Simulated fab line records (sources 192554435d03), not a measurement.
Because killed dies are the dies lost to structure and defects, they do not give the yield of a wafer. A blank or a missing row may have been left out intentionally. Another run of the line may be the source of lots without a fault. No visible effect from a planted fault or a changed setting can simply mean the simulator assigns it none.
fab line records	flow n5Finfet
record lots=9	wafers=27	lastDay=17
route steps=1938 shown BEOL_M2@856 BEOL_M4@1111 PASSIVATION@1936
lots that met no fault: from a run of the same line without faults
startH: the number of hours between the record's first day and the start of the first shown wafer of the lot	waitH: hours elapsed since this lot's preceding step	" same as the row above	L1.1+2: a row that stands for several wafers	- no value, or no start given	* or withheld: withheld	< > ~ a bound
route shown NAME@n: names a module that has steps shown in the file, with the first one's number in the route	usual: mean/standard deviation taken from wafers without a fault	same: alike in all rows	chamber/n: place in a boat	sites: readings site by site	_std_site: their standard deviation	_edge_site: the outer-site mean with the inner-site mean subtracted	radiusMm: how far each site lies from the wafer's centre	mask NAME#n: copy n	behind: the most recent tool/chamber to have shaped the wafer	hold: what put the lot on hold/how long, in hours/how the hold closed	device: names the non-switching transistor (n, p or np)	end of line: the tests these same wafers got at the end of their route	step lacking rows: just its recipe	killed: dies lost to structure and defects at the first sort, not the wafer's yield	map: dies across one wafer; x = killed, . = not, _ = none there
set.NAME: the run value of the setting; set.NAME@STEP: its run value at that earlier step	model.NAME: the simulator's own value behind a step, which no gauge read
a sample of lots followed through the steps of the route, with each step as a table and each wafer as a row
services: the hour from which a tool's chamber was out of use, counted from the record's first day as startH (under 0 if before that day), plus the number of hours and why
## steps
# step N5_BEOL_M2_INSPECT_13
# recipe mode=adi	inspectInstrument=brightfield
# usual rawDefectCount=422/98
lot.wafer	tool	chamber	startH	waitH	rawDefectCount
L177.1	defectInspect-01	-	155.10	0.1	407
L177.2	"	-	"	"	307
L177.6	"	-	"	"	334
L186.1	defectInspect-02	-	190.87	0.1	465
L186.3	"	-	"	"	374
L186.5	"	-	"	"	423
L190.2	defectInspect-02	-	219.15	0.0	624
L190.3	"	-	"	"	491
L190.6	"	-	"	"	481
L192.1	defectInspect-01	-	226.29	0.1	397
L192.2	"	-	"	"	303
L192.3	"	-	"	"	306
L193.2	defectInspect-01	-	236.18	0.0	389
L193.4	"	-	"	"	329
L193.6	"	-	"	"	357
L194.2	defectInspect-01	-	241.76	0.0	531
L194.4	"	-	"	"	439
L194.5	"	-	"	"	497
L197.4	defectInspect-01	-	256.05	0.0	372
L197.5	"	-	"	"	396
L197.6	"	-	"	"	378
L196.3	defectInspect-02	-	256.21	0.0	313
L196.4	"	-	"	"	338
L196.6	"	-	"	"	314
L198.2	defectInspect-02	-	264.28	0.1	391
L198.3	"	-	"	"	342
L198.5	"	-	"	"	602
# step N5_BEOL_M2_EXPOSE_25
# recipe maskId=V1	na=0.33	sourceShape=quasar	sigmaInner=0.2	sigmaOuter=0.8	polarization=unpolarized	defocusNm=5	doseMj=63
lot.wafer	tool	chamber	startH	waitH	mask
L177.1+2+6	euvScanner-01	0	156.05	-	V1#0
L186.1+3+5	euvScanner-02	0	191.64	-	V1#0
L190.2+3+6	euvScanner-02	0	220.71	-	V1#0
L192.1+2+3	euvScanner-02	0	227.20	-	V1#0
L193.2+4+6	euvScanner-02	0	236.99	-	V1#0
L194.2+4+5	euvScanner-02	0	242.41	-	V1#0
L197.4+5+6	euvScanner-01	0	256.73	-	V1#0
L196.3+4+6	euvScanner-01	0	256.87	-	V1#0
L198.2+3+5	euvScanner-01	0	264.95	-	V1#0
# step N5_BEOL_M2_OVL_MEAS_29
# recipe pointsPerWafer=522
# usual V1_OVL=-0.2/0.57
lot.wafer	tool	chamber	startH	waitH	V1_OVL[nm]
L177.1	overlay-02	0	156.22	0.0	-0.1
L177.2	"	0	"	"	-0.9
L177.6	"	0	"	"	-0.2
L186.1	overlay-02	0	191.81	0.0	0.8
L186.3	"	0	"	"	0.9
L186.5	"	0	"	"	0.9
L190.2	overlay-01	0	220.88	0.0	-0.6
L190.3	"	0	"	"	-1.0
L190.6	"	0	"	"	0.0
L192.1	overlay-02	0	227.38	0.0	8.3
L192.2	"	0	"	"	8.4
L192.3	"	0	"	"	8.9
L193.2	overlay-02	0	237.17	0.0	8.2
L193.4	"	0	"	"	8.0
L193.6	"	0	"	"	8.1
L194.2	overlay-01	0	242.59	0.0	8.2
L194.4	"	0	"	"	7.8
L194.5	"	0	"	"	7.8
L197.4	overlay-02	0	256.90	0.0	-0.2
L197.5	"	0	"	"	0.7
L197.6	"	0	"	"	-0.8
L196.3	overlay-02	0	257.04	0.0	0.1
L196.4	"	0	"	"	-0.9
L196.6	"	0	"	"	-0.6
L198.2	overlay-02	0	265.12	0.0	0.2
L198.3	"	0	"	"	0.0
L198.5	"	0	"	"	0.6
# step N5_BEOL_M2_DESCUM_33
# recipe chemistry=O2	timeS=7	sourcePowerW=50	biasPowerW=20	pressureMtorr=20	rfFrequencyHz=2.712e+07	tempC=40	resist=CAR-EUV	o2FlowSccm=225
# usual drypumpMotorCurrentA=5.8/0.63	oesProductAu=0.78/0.091	rfVppV=242.8/1.4	showerheadPlenumPTorr=2.07/0.074	tempC=40.02/0.12	throttleValvePct=20.42/0.24
lot.wafer	tool	chamber	startH	waitH	drypumpMotorCurrentA	oesProductAu	rfHoursCounterH	rfVppV	showerheadPlenumPTorr	tempC	throttleValvePct
L177.1	rieDiel-05	3	156.32	0.0	6.7	0.72	196	241.2	1.98	40.05	20.56
L177.2	"	0	"	"	5.3	0.67	218	242.9	2.17	39.98	20.55
L177.6	"	2	"	"	5.6	0.78	-	242.6	2.11	40.10	20.45
L186.1	rieDiel-01	1	191.90	0.0	5.3	0.72	180	243.4	2.07	39.91	20.64
L186.3	"	2	"	"	6.7	0.76	173	244.3	2.11	40.04	20.46
L186.5	"	2	"	"	6.7	0.76	-	243.7	2.11	39.96	20.48
L190.2	rieDiel-06	2	221.50	0.6	5.3	0.81	80	241.4	2.02	39.95	20.07
L190.3	"	0	"	"	6.4	0.71	178	241.9	2.01	40.19	20.71
L190.6	"	3	"	"	4.8	0.75	-	240.8	2.00	39.97	20.31
L192.1	rieDiel-01	0	227.47	0.0	6.2	0.92	24	245.0	2.22	40.19	19.95
L192.2	"	2	"	"	6.7	0.74	190	242.5	2.10	40.46	20.48
L192.3	"	3	"	"	5.9	0.98	2	244.9	2.13	40.08	19.99
L193.2	rieDiel-06	3	237.25	0.0	4.8	0.75	157	242.1	2.00	39.95	20.31
L193.4	"	1	"	"	5.8	0.95	-	244.5	2.15	40.12	20.19
L193.6	"	3	"	"	4.8	0.74	-	241.5	2.00	40.10	20.31
L194.2	rieDiel-06	0	242.68	0.0	6.4	0.71	180	243.3	2.01	39.92	20.73
L194.4	"	0	"	"	6.5	0.72	-	241.1	2.01	39.76	20.73
L194.5	"	3	"	"	4.8	0.74	-	240.7	2.00	39.95	20.32
L197.4	rieDiel-01	0	256.99	0.0	6.2	0.90	-	244.0	2.22	40.02	19.96
L197.5	"	3	"	"	5.9	0.95	-	244.8	2.13	40.05	20.00
L197.6	"	2	"	"	6.7	0.74	-	243.2	2.10	40.08	20.52
L196.3	rieDiel-05	3	257.12	0.0	6.7	0.70	236	240.9	1.96	39.93	20.62
L196.4	"	1	"	"	6.0	0.80	-	241.4	2.04	40.14	20.63
L196.6	"	0	"	"	5.3	0.65	-	243.3	2.16	40.08	20.60
L198.2	rieDiel-06	1	265.21	0.0	5.8	0.90	19	244.1	2.15	40.09	20.19
L198.3	"	2	"	"	5.3	0.81	93	244.4	2.01	39.91	20.11
L198.5	"	3	"	"	4.8	0.73	-	242.2	1.99	40.21	20.33
# step N5_BEOL_M2_ETCH_69
# recipe chemistry=CF4	target=SiARC	targetDepthA=156	maskMaterial=CAR-EUV	timeS=26	ionEnergyEv=80	pressureMtorr=40	sourceW=545	biasW=36	Ar_flow_sccm=100	cf4FlowSccm=100	ends=cleared
# usual drypumpMotorCurrentA=5.8/0.63	etchRfOnTimeS=26.0/0.63	mfcArSccm=100.0/0.3	oesProductAu=0.67/0.078	rfVppV=183.8/1.1	showerheadPlenumPTorr=2.12/0.068	throttleValvePct=15.58/0.24
lot.wafer	tool	chamber	startH	waitH	drypumpMotorCurrentA	etchRfOnTimeS	mfcArSccm	oesProductAu	rfHoursCounterH	rfVppV	showerheadPlenumPTorr	throttleValvePct
L177.1	rieDiel-05	3	156.37	0.0	6.7	26.2	100.1	0.62	196	183.6	2.04	15.78
L177.2	"	0	"	"	5.3	26.9	99.7	0.58	219	184.4	2.20	15.70
L177.6	"	2	"	"	5.6	25.9	99.5	0.67	-	183.3	2.15	15.58
L186.1	rieDiel-01	1	191.96	0.0	5.3	25.9	100.3	0.62	180	185.2	2.12	15.84
L186.3	"	2	"	"	6.7	26.0	100.2	0.64	173	183.4	2.14	15.59
L186.5	"	2	"	"	6.7	26.2	100.2	0.64	-	182.2	2.14	15.59
L190.2	rieDiel-06	2	221.55	0.0	5.3	26.2	100.0	0.69	80	183.9	2.07	15.28
L190.3	"	0	"	"	6.4	26.2	99.9	0.61	178	183.8	2.05	15.85
L190.6	"	3	"	"	4.8	25.6	99.9	0.65	-	182.9	2.05	15.52
L192.1	rieDiel-01	0	227.52	0.0	6.2	25.0	100.6	0.81	24	184.9	2.27	15.12
L192.2	"	2	"	"	6.7	26.1	100.1	0.63	190	184.2	2.13	15.61
L192.3	"	3	"	"	5.9	25.0	99.4	0.86	2	185.0	2.18	15.21
L193.2	rieDiel-06	3	237.30	0.0	4.8	25.6	100.1	0.64	157	182.2	2.05	15.50
L193.4	"	1	"	"	5.8	26.9	99.8	0.79	-	184.4	2.18	15.23
L193.6	"	3	"	"	4.8	25.5	99.6	0.65	-	183.0	2.05	15.51
L194.2	rieDiel-06	0	242.73	0.0	6.4	26.4	100.0	0.62	180	181.1	2.05	15.85
L194.4	"	0	"	"	6.4	26.4	100.0	0.62	-	181.7	2.05	15.82
L194.5	"	3	"	"	4.8	25.5	99.7	0.65	-	181.8	2.05	15.51
L197.4	rieDiel-01	0	257.05	0.0	6.2	25.2	99.2	0.79	-	185.1	2.26	15.12
L197.5	"	3	"	"	5.9	24.7	100.1	0.82	-	184.0	2.18	15.25
L197.6	"	2	"	"	6.7	25.8	100.0	0.62	-	183.4	2.13	15.66
L196.3	rieDiel-05	3	257.17	0.0	6.7	26.3	100.3	0.60	236	181.6	2.03	15.87
L196.4	"	1	"	"	6.0	25.5	100.1	0.70	-	183.3	2.07	15.68
L196.6	"	0	"	"	5.3	27.2	100.2	0.55	-	184.4	2.19	15.80
L198.2	rieDiel-06	1	265.26	0.0	5.8	26.6	99.9	0.76	19	183.9	2.17	15.22
L198.3	"	2	"	"	5.3	26.2	100.4	0.68	93	183.6	2.07	15.31
L198.5	"	3	"	"	4.8	25.4	99.4	0.65	-	183.0	2.04	15.55
# step N5_BEOL_M4_RC_MEAS_101
# usual DIBL_N=36.5/2	DIBL_P=36.5/2.3	IOFF_N=0.16/0.036	IOFF_P=0.21/0.037	ION_N=672/12	ION_P=459/7.1	SS_N=71.6/0.73	SS_P=73.4/0.76	VT_N=250/3.3	VT_P=-250.5/2.9
lot.wafer	tool	chamber	startH	waitH	DIBL_N[mV/V]	DIBL_P[mV/V]	IOFF_N[nA/um]	IOFF_P[nA/um]	ION_N[uA/um]	ION_P[uA/um]	SS_N[mV/dec]	SS_P[mV/dec]	VT_N[mV]	VT_P[mV]
L177.1	prober-02	0	191.31	0.0	37.5	37.7	0.16	0.22	672	459	71.8	74.5	248	-247.8
L177.2	"	0	"	"	39.7	40.1	0.20	0.25	676	464	72.6	74.9	248	-246.5
L177.6	"	0	"	"	38.2	38.4	0.17	0.23	673	461	72.1	74.8	250	-249.2
L186.1	prober-01	0	229.86	0.0	34.3	35.4	0.13	0.20	664	462	71.3	72.5	253	-249.4
L186.3	"	0	"	"	33.8	33.2	0.11	0.16	630	439	72.2	72.7	259	-255.7
L186.5	"	0	"	"	31.9	32.0	0.10	0.16	658	459	71.1	72.3	255	-251.8
L190.2	prober-02	0	257.76	0.2	38.6	38.0	0.19	0.24	666	449	72.4	73.0	248	-249.1
L190.3	"	0	"	"	36.4	35.2	0.14	0.18	649	452	72.4	72.6	254	-252.1
L190.6	"	0	"	"	38.8	38.0	0.18	0.23	664	457	72.6	73.2	253	-249.6
L192.1	prober-02	0	262.70	0.0	37.0	35.9	0.15	0.20	671	459	72.1	73.0	251	-251.3
L192.2	"	0	"	"	37.3	34.9	0.14	0.19	645	444	71.8	72.9	253	-251.0
L192.3	"	0	"	"	39.1	38.0	0.19	0.25	681	464	71.4	73.8	249	-246.2
L194.2	prober-02	0	274.28	0.2	35.3	33.9	0.13	0.20	667	463	70.7	72.7	253	-247.5
L194.4	"	0	"	"	35.1	33.6	0.13	0.19	671	464	70.4	72.4	252	-250.6
L194.5	"	0	"	"	36.7	35.6	0.15	0.23	679	470	71.5	73.3	249	-247.3
L193.2	prober-01	0	280.33	0.2	36.3	34.2	0.15	0.18	670	454	71.7	73.4	251	-254.5
L193.4	"	0	"	"	36.5	35.2	0.15	0.19	683	465	71.3	73.0	248	-249.9
L193.6	"	0	"	"	36.8	35.0	0.15	0.19	663	453	72.0	73.7	254	-252.3
L197.4	prober-01	0	297.56	0.5	39.5	41.0	0.23	0.29	697	475	71.6	74.7	243	-246.4
L197.5	"	0	"	"	36.8	37.8	0.18	0.24	688	464	71.4	73.5	246	-246.8
L197.6	"	0	"	"	34.2	34.2	0.12	0.17	664	459	71.0	72.8	254	-250.7
L196.3	prober-02	0	298.06	0.3	36.7	36.8	0.15	0.20	670	454	71.4	73.5	253	-255.1
L196.4	"	0	"	"	38.1	38.8	0.17	0.22	671	458	71.5	73.9	248	-251.8
L196.6	"	0	"	"	38.2	38.9	0.17	0.23	678	458	72.2	73.0	249	-251.8
L198.2	prober-01	0	309.41	0.2	38.1	41.2	0.24	0.30	691	474	72.1	73.9	243	-243.0
L198.3	"	0	"	"	37.5	39.5	0.21	0.26	684	467	71.8	74.3	248	-246.6
L198.5	"	0	"	"	37.7	39.4	0.21	0.26	661	449	72.3	74.0	247	-245.4
# step N5_PASSIVATION_PROBE_49
# usual defectLimitedYield=91.4/1.4	killed_at_M0_to_M3=33/11	killed_at_M4_up=13/5.3	killedAtContacts=13/6.1	killedAtFrontEnd=40/11	killedAtOther=2.9/2.7	killedDies=102/17	killedOpen=68/13	killedShort=32/7.5	sort_bin_4_leakage=0.00/0.022	sort_bin_5_function=5.1/0.98	sort_bin_6_memory=3.2/0.69	sort_bin_8_speed=0.1/1.1	sortNPass=1077/21	sortYieldPct=91.3/1.7
# same grossDies=1180	killedAtBackSide=0
lot.wafer	tool	chamber	startH	waitH	defectLimitedYield[%]	killed_at_M0_to_M3	killed_at_M4_up	killedAtContacts	killedAtFrontEnd	killedAtOther	killedDies	killedOpen	killedShort	sort_bin_4_leakage[%]	sort_bin_5_function[%]	sort_bin_6_memory[%]	sort_bin_8_speed[%]	sortNPass	sortYieldPct[%]
L177.1	prober-02	-	309.07	0.0	89.7	41	23	18	37	3	122	86	33	0	5.9	4.2	0	1058	89.7
L177.2	prober-02	-	309.12	0.1	89.1	43	15	17	52	2	129	97	26	0	6.4	4.0	0	1051	89.1
L177.6	prober-02	-	309.32	0.3	91.0	30	15	13	37	11	106	76	28	0	5.3	3.4	0	1074	91.0
L192.1	prober-02	-	383.31	0.0	91.9	25	20	17	34	0	96	63	31	0	4.4	3.3	0	1084	91.9
L192.2	prober-02	-	383.36	0.1	89.2	66	15	6	40	0	127	78	47	0	6.9	3.6	0.3	1050	89.0
L192.3	prober-02	-	383.41	0.1	92.1	48	8	9	26	2	93	55	37	0	4.6	3.0	0	1087	92.1
L193.2	prober-01	-	399.63	0.1	90.3	37	18	23	36	1	115	77	32	0	5.4	3.7	0	1065	90.3
L193.4	prober-01	-	399.73	0.2	90.9	33	13	25	35	1	107	72	28	0	5.6	2.9	0	1073	90.9
# killed by level:class
L177.1 BEOL_M4:geometricParticle:open=16 MOL_CONTACT_COAG:geometricParticle:open=13 DUMMY_GATE:geometricParticle:open=12 BEOL_M0_SAQP:geometricParticle:short=11 BEOL_M3:geometricParticle:open=9 BEOL_M0_SAQP:geometricParticle:open=7 GATE_CUT:geometricParticle:short=6 STARTING-WAFER:geometricParticle:open=6
L177.2 STI_FIN_REVEAL:geometricParticle:open=14 MOL_CONTACT_COAG:geometricParticle:open=14 BEOL_M1:geometricParticle:open=12 BEOL_M0_SAQP:geometricParticle:open=11 BEOL_M4:geometricParticle:open=10 DUMMY_GATE:geometricParticle:open=9 BEOL_M2:geometricParticle:open=6 STARTING-WAFER:geometricParticle:open=6
L177.6 BEOL_M1:geometricParticle:open=10 BEOL_M4:geometricParticle:open=10 STI_FIN_REVEAL:geometricParticle:open=9 DUMMY_GATE:geometricParticle:open=9 MOL_CONTACT_COAG:geometricParticle:open=9 FIN_SAQP:geometricParticle:open=6 BEOL_M0_SAQP:geometricParticle:open=6 PASS1_CAP:geometricParticle:short=5
L192.1 MOL_CONTACT_COAG:geometricParticle:open=13 FIN_SAQP:geometricParticle:short=10 BEOL_M4:geometricParticle:open=9 BEOL_M2:geometricParticle:open=6 STARTING-WAFER:geometricParticle:open=6 FIN_SAQP:geometricParticle:open=4 STI_FIN_REVEAL:geometricParticle:open=4 MOL_CONTACT_COAG:geometricParticle:short=4
L192.2 BEOL_M1:geometricParticle:open=16 BEOL_M0_SAQP:geometricParticle:short=12 FIN_SAQP:geometricParticle:short=11 BEOL_M0_SAQP:geometricParticle:open=9 FIN_SAQP:geometricParticle:open=8 BEOL_M0:geometricParticle:open=7 DUMMY_GATE:geometricParticle:open=5 BEOL_M1:geometricParticle:short=5
L192.3 BEOL_M0_SAQP:geometricParticle:open=15 MOL_CONTACT_COAG:geometricParticle:open=9 BEOL_M0_SAQP:geometricParticle:short=8 FIN_SAQP:geometricParticle:short=6 BEOL_M1:geometricParticle:open=6 GATE_CUT:geometricParticle:short=5 BEOL_M3:geometricParticle:open=5 BEOL_M2:geometricParticle:open=4
L193.2 MOL_CONTACT_COAG:geometricParticle:open=19 FIN_SAQP:geometricParticle:short=9 BEOL_M3:geometricParticle:open=9 BEOL_M4:geometricParticle:open=9 FIN_SAQP:geometricParticle:open=7 BEOL_M0_SAQP:geometricParticle:short=7 BEOL_M1:geometricParticle:open=6 BEOL_M2:geometricParticle:open=6
L193.4 MOL_CONTACT_COAG:geometricParticle:open=19 BEOL_M3:geometricParticle:open=8 FIN_SAQP:geometricParticle:open=6 STI_FIN_REVEAL:geometricParticle:open=6 MOL_CONTACT_COAG:geometricParticle:short=6 BEOL_M0_SAQP:geometricParticle:open=6 BEOL_M0_SAQP:geometricParticle:short=6 BEOL_M4:geometricParticle:open=6
## services
tool	chamber	startH	hours	kind
euvScanner-02	-	140.89	4.6	pm
euvScanner-02	-	152.33	1.0	pm
rieDiel-05	0	156.68	4.6	repair
rieDiel-06	1	173.05	-	clean
rieDiel-06	1	173.05	-	consumableReplace:focusRing
rieDiel-06	1	173.05	16.4	scheduledDown
rieDiel-06	1	173.05	16.4	ventCycle
rieDiel-06	0	176.57	2.9	repair
rieDiel-01	3	183.44	7.2	repair
euvScanner-01	-	185.75	1.0	pm
rieDiel-06	1	199.25	14.5	repair
euvScanner-02	-	208.48	1.0	pm
rieDiel-06	-	209.18	0.3	repair
rieDiel-06	-	210.01	4.8	repair
rieDiel-06	1	216.20	8.8	repair
rieDiel-06	2	216.94	4.0	repair
rieDiel-06	0	227.20	14.4	repair
euvScanner-01	-	227.72	1.2	repair
rieDiel-05	-	236.83	0.2	repair
rieDiel-06	2	241.76	6.5	repair
euvScanner-01	-	241.90	1.0	pm
euvScanner-01	-	244.25	1.2	repair
rieDiel-01	1	255.42	3.4	repair
euvScanner-02	-	264.63	1.0	pm
## key
firstSign step=N5_BEOL_M2_OVL_MEAS_29	reading=V1_OVL	direction=up	sigmas=15	usual=-0.2	struck=8.2
effect none on later readings
metAt N5_BEOL_M2_EXPOSE_25
struckLots L192,L193,L194
rowsEnd L194.2,L194.4,L194.5
notActingAt N5_BEOL_M2_INSPECT_13,N5_BEOL_M2_DESCUM_33,N5_BEOL_M2_ETCH_69
onsetBetween 220.71 227.20
earlierFault kind=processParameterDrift	tool=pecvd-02	chamber=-	onsetH=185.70	steps=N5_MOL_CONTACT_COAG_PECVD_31	channel=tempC	offset=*	shape=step	actsIn=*	stated=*
fault kind=scannerMatchingOverlay	tool=euvScanner-02	chamber=-	onsetH=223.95	steps=N5_BEOL_M2_EXPOSE_25	offset=7.9632
# rowsEnd: these wafers met a further fault down the route, and their rows from its step on are left out
